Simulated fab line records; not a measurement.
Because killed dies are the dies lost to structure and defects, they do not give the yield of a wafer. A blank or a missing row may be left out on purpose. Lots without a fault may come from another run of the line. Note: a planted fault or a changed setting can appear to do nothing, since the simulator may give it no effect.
One fault through the eyes of 2 desks ; flow n5_finfet ; numbers are kept per desk, each desk with only its own; the story behind them comes last

## DESK OF THE TOOL OWNER: ald_metal-03
The tool's own readings at N5_HKMG_FIN_ALD_21 (deposits TiN, target thk 1.5 nm, pulse time 1 s, purge time 3 s): means of the sampled wafers that have a number, for each lot that ran on this tool. The brackets show how far a lot's mean lies from the usual mean; more than 4 standard deviations puts the lot out of limits, marked OUT.
Columns: A = heater_power_w at N5_HKMG_FIN_ALD_21, usual 876 W; B = precursor_pulse_height_rel at N5_HKMG_FIN_ALD_21, usual 1.001
lot;first seen here;A;B
L377;day 7 07:38;955;1.010
L378;day 7 11:50;885;1.004
L379;day 7 18:16;952;0.992
This desk's finding: nothing out of limits on any of the 3 lots.

## AT THE METROLOGY DESK
What the gauges read, lot by lot, whatever tool the lot ran on: means of the sampled wafers that have a number. The brackets show how far a lot's mean lies from the usual mean; more than 4 standard deviations puts the lot out of limits, marked OUT. Shown here are 7 of its 10 readings, the ones lying furthest out on some lot.
Columns: A = DIBL_N at N5_BEOL_M4_RC_MEAS_101, usual 36.3 mV/V; B = DIBL_P at N5_BEOL_M4_RC_MEAS_101, usual 36.5 mV/V; C = IOFF_N at N5_BEOL_M4_RC_MEAS_101, usual 0.16 nA/um; D = IOFF_P at N5_BEOL_M4_RC_MEAS_101, usual 0.22 nA/um; E = SS_N at N5_BEOL_M4_RC_MEAS_101, usual 71.5 mV/dec; F = SS_P at N5_BEOL_M4_RC_MEAS_101, usual 73.3 mV/dec; G = VT_N at N5_BEOL_M4_RC_MEAS_101, usual 250 mV
lot;first seen here;A;B;C;D;E;F;G
L367;day 8 13:40;35.6;34.9;0.14;0.18;71.4;72.7;253
L369;day 8 22:28;35.6;37.0;0.16;0.23;71.8;73.3;251
L378;day 12 21:18;36.6;36.2;0.17;0.23;71.6;73.7;248
L379;day 13 10:33;35.9;36.4;0.16;0.23;71.7;73.5;249
L377;day 13 11:40;38.0;39.9;0.21;0.27;72.6;74.0;244
L386;day 14 15:11;38.7;37.7;0.19;0.22;72.0;73.3;247
L383;day 14 18:24;37.3;37.7;0.17;0.25;71.5;73.4;248
This desk's finding: nothing out of limits on any of the 7 lots.

## TAKEN TOGETHER
The tool owner's desk saw nothing out of limits.
Nothing out of limits was seen by the metrology desk.

## WHAT THE SIMULATOR HAD PUT IN
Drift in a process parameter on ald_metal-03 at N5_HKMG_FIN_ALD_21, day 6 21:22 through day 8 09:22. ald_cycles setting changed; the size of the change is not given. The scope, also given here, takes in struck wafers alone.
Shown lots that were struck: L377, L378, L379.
